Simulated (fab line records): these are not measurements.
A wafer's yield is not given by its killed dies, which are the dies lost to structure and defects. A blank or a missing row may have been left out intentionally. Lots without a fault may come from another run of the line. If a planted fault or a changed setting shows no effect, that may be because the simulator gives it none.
Matching of chambers | flow n5-finfet | rie-diel-02 running N5_MOL_CONTACT_COAG_ETCHBACK_132: 4 sister chambers
The step etches SiO2 in CHF3, target depth 10 nm, time 6.7 s. 14 wafers are shown with their chamber, then 7 later ones without.

## WAFERS WITH THEIR CHAMBER
wafer  | chamber | oes-product-au (a.u.) | throttle-valve-pct (%) | showerhead-plenum-p-Torr (Torr)
L076.1 | 1       | 0.76                  | 18.84                  | 2.39
L076.4 | 2       | 0.76                  | 18.93                  | 2.39
L076.6 | 2       | 0.76                  | 18.92                  | 2.39
L079.1 | 2       | 0.75                  | 18.91                  | 2.38
L079.2 | 3       | 0.70                  | 18.85                  | 2.45
L079.6 | 1       | 0.75                  | 18.85                  | 2.39
L088.3 | 3       | 0.70                  | 18.86                  | 2.44
L088.5 | 0       | 0.85                  | 18.60                  | 2.41
L088.6 | 1       | 0.74                  | 18.87                  | 2.38
L089.2 | 2       | 0.74                  | 18.98                  | 2.37
L089.4 | 3       | 0.70                  | 18.87                  | 2.44
L089.5 | 2       | 0.74                  | 18.98                  | 2.37
L090.2 | 3       | 0.70                  | 18.90                  | 2.44
L090.4 | 0       | 0.85                  | 18.61                  | 2.41

SIGNATURES (means of the wafers above)
reading                  | chamber 0 | chamber 1 | chamber 2 | chamber 3 | scatter within a chamber
oes-product-au           | 0.8500    | 0.7500    | 0.7500    | 0.7000    | 0.00775
throttle-valve-pct       | 18.6050   | 18.8533   | 18.9440   | 18.8700   | 0.0254
showerhead-plenum-p-Torr | 2.4100    | 2.3867    | 2.3800    | 2.4425    | 0.00736
Rule: a wafer's distance from a chamber is the root of the sum, over the readings, of the square of ((its reading less the chamber's mean) divided by the reading's scatter). If the next closest chamber is less than 2 further off than the closest, the wafer can't be placed; otherwise it belongs to the closest. The scatter: the root of (the sum of the squares of (reading less its chamber's mean) over the shown wafers, divided by (wafers less chambers)).

## WAFERS MISSING THEIR CHAMBER
wafer  | oes-product-au (a.u.) | throttle-valve-pct (%) | showerhead-plenum-p-Torr (Torr)
L090.5 | 0.85                  | 18.61                  | 2.41
L091.1 | 0.74                  | 18.98                  | 2.37
L091.3 | 0.70                  | 18.87                  | 2.44
L091.4 | 0.85                  | 18.61                  | 2.40
L092.2 | 0.69                  | 18.89                  | 2.44
L092.3 | 0.72                  | 18.90                  | 2.38
L092.4 | 0.72                  | 18.97                  | 2.37

## THE CHAMBER EACH PASSED THROUGH
wafer  | from the rows above     | in truth
L090.5 | 0                       | 0
L091.1 | 2                       | 2
L091.3 | 3                       | 3
L091.4 | 0                       | 0
L092.2 | 3                       | 3
L092.3 | can't be placed: 2 or 1 | 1
L092.4 | 2                       | 2
Correct placement for 6 of the 7. Not placeable from these rows: 1 (in 1, the candidates include the true chamber). 0 placed wrongly.
